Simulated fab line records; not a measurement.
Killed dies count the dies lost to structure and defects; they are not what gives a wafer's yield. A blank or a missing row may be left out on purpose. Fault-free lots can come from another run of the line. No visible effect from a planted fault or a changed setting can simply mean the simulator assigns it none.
Matching of chambers ; flow n5 finfet ; N5_BEOL_M1_ALD_84 on ald metal-02 has 4 sister chambers
The step deposits TaN, pulse time 2 s, purge time 3 s, co reactant purge time 2 s. 8 wafers are shown with their chamber, then 11 later ones without.

## WAFERS WITH THEIR CHAMBER
wafer;chamber;heater power w (W);heater power outer w (W)
L079.3;0;413;228
L082.3;1;425;246
L085.5;2;404;227
L085.6;3;357;197
L086.1;1;432;248
L086.3;2;410;226
L086.5;3;360;200
L087.1;0;404;231

## WAFERS MISSING THEIR CHAMBER
wafer;heater power w (W);heater power outer w (W)
L087.5;362;202
L087.6;398;223
L088.1;431;253
L088.3;359;201
L088.4;408;219
L094.1;429;252
L094.5;435;258
L094.6;416;222
L095.2;360;203
L095.3;403;224
L095.4;410;235

## CHAMBER TAKEN BY EACH
wafer;from the rows above;in truth
L087.5;3;3
L087.6;can't be placed: 2 or 0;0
L088.1;1;1
L088.3;3;3
L088.4;can't be placed: 2 or 0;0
L094.1;1;1
L094.5;1;1
L094.6;can't be placed: 2 or 0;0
L095.2;3;3
L095.3;can't be placed: 2 or 0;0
L095.4;can't be placed: 0 or 2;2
Placed correctly: 6 of 11. These rows do not allow placing 5 (true chamber among the candidates in 5). 0 placed wrongly.
How it was worked out, from the rows above alone: a wafer's distance from a chamber is the root of the sum, over the readings, of the square of ((its reading less the chamber's mean) divided by the reading's scatter). If the next closest chamber is less than 2 further off than the closest, the wafer can't be placed; otherwise it belongs to the closest. For every chamber, the mean is computed from those of its wafers that are shown. The scatter: the root of (the sum of the squares of (reading less its chamber's mean) over the shown wafers, divided by (wafers less chambers)).
